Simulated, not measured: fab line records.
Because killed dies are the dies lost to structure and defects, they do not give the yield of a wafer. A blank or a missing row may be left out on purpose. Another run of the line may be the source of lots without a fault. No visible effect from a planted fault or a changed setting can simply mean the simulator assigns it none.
Which tool is to blame? :: flow n5_finfet :: route of 1938 steps, sampled at 1 step: 24 lots, 72 wafers

== WHAT THE GAUGES READ, wafer by wafer ==
N5_BEOL_M5_CD_MEAS_18: pitch 56 nm, target cd 28 nm.
lot: L074
measured: day 8 00:14
on: cd_sem-02
cd_nm (nm): 28.09 28.09 27.82

lot: L075
measured: day 8 08:55
on: cd_sem-03
cd_nm (nm): 28.03 27.97 28.02

lot: L076
measured: day 8 18:21
on: cd_sem-03
cd_nm (nm): 27.90 27.83 28.06

lot: L077
measured: day 9 06:33
on: cd_sem-02
cd_nm (nm): 27.39 27.82 27.56

lot: L079
measured: day 9 14:40
on: cd_sem-02
cd_nm (nm): 28.10 28.13 27.60

lot: L080
measured: day 9 19:52
on: cd_sem-03
cd_nm (nm): 27.78 28.15 27.90

lot: L078
measured: day 9 22:37
on: cd_sem-02
cd_nm (nm): 28.18 28.10 27.76

lot: L081
measured: day 10 01:03
on: cd_sem-02
cd_nm (nm): 27.96 28.28 28.10

lot: L082
measured: day 10 01:48
on: cd_sem-03
cd_nm (nm): 27.66 27.75 27.45

lot: L085
measured: day 10 19:13
on: cd_sem-01
cd_nm (nm): 28.30 27.86 27.88

lot: L084
measured: day 11 01:37
on: cd_sem-02
cd_nm (nm): 28.05 27.62 27.79

lot: L083
measured: day 11 04:46
on: cd_sem-02
cd_nm (nm): 27.90 28.20 27.87

lot: L087
measured: day 11 09:48
on: cd_sem-03
cd_nm (nm): 27.92 27.68 27.45

lot: L086
measured: day 11 13:27
on: cd_sem-02
cd_nm (nm): 28.45 27.64 27.51

lot: L088
measured: day 11 23:00
on: cd_sem-03
cd_nm (nm): 28.25 28.01 27.63

lot: L090
measured: day 12 02:28
on: cd_sem-02
cd_nm (nm): 28.39 28.31 28.15

lot: L091
measured: day 12 11:19
on: cd_sem-01
cd_nm (nm): 28.38 28.39 28.39

lot: L089
measured: day 12 18:59
on: cd_sem-03
cd_nm (nm): 28.10 28.42 28.29

lot: L092
measured: day 12 22:29
on: cd_sem-01
cd_nm (nm): 27.66 27.88 27.94

lot: L093
measured: day 13 02:32
on: cd_sem-02
cd_nm (nm): 28.40 27.92 27.66

lot: L094
measured: day 13 06:11
on: cd_sem-01
cd_nm (nm): 28.37 27.79 28.42

lot: L095
measured: day 13 15:51
on: cd_sem-03
cd_nm (nm): 28.06 28.23 27.83

lot: L096
measured: day 14 01:16
on: cd_sem-03
cd_nm (nm): 27.56 27.62 27.86

lot: L097
measured: day 14 08:23
on: cd_sem-02
cd_nm (nm): 27.86 27.75 28.26

== WHAT TOOL EACH LOT RAN ON (gives the tool, then ch and the chambers of the sampled wafers, and finally the start) ==
The record shows no process step preceding these readings.

== WHAT THE TOOLS THEMSELVES READ (means of the sampled wafers that have a number; where no wafer has one, the mark that the record gives instead) ==
The record holds no such reading with a usual standard deviation.

== THE ANSWER, worked out from the rows above alone ==
Rule: what is usual is taken from the lots themselves. Put in order of their means at a reading, lots are off if they are a third of the lots or fewer, leave a main group of 4 or more, and stand apart from it by a gap of 3 or more times the standard deviation of the main group's means; of several such gaps the widest counts. A main group whose means are all the same, to the digits that the tables above print for the reading, isn't used. Also off: a lot with no number at a reading for which 4 or more lots have one. Any other lot the step has rows for is counted as sound. First the gauges in route order, then the tools' own readings, where a lot's mean is used as printed above. At the first step where some lot is off, the reading lying furthest off is the one used; lots without a number count as furthest.
Across all readings shown, no lot is off: no conclusion can be drawn from this.

== WHAT THE SIMULATOR PUT IN ==
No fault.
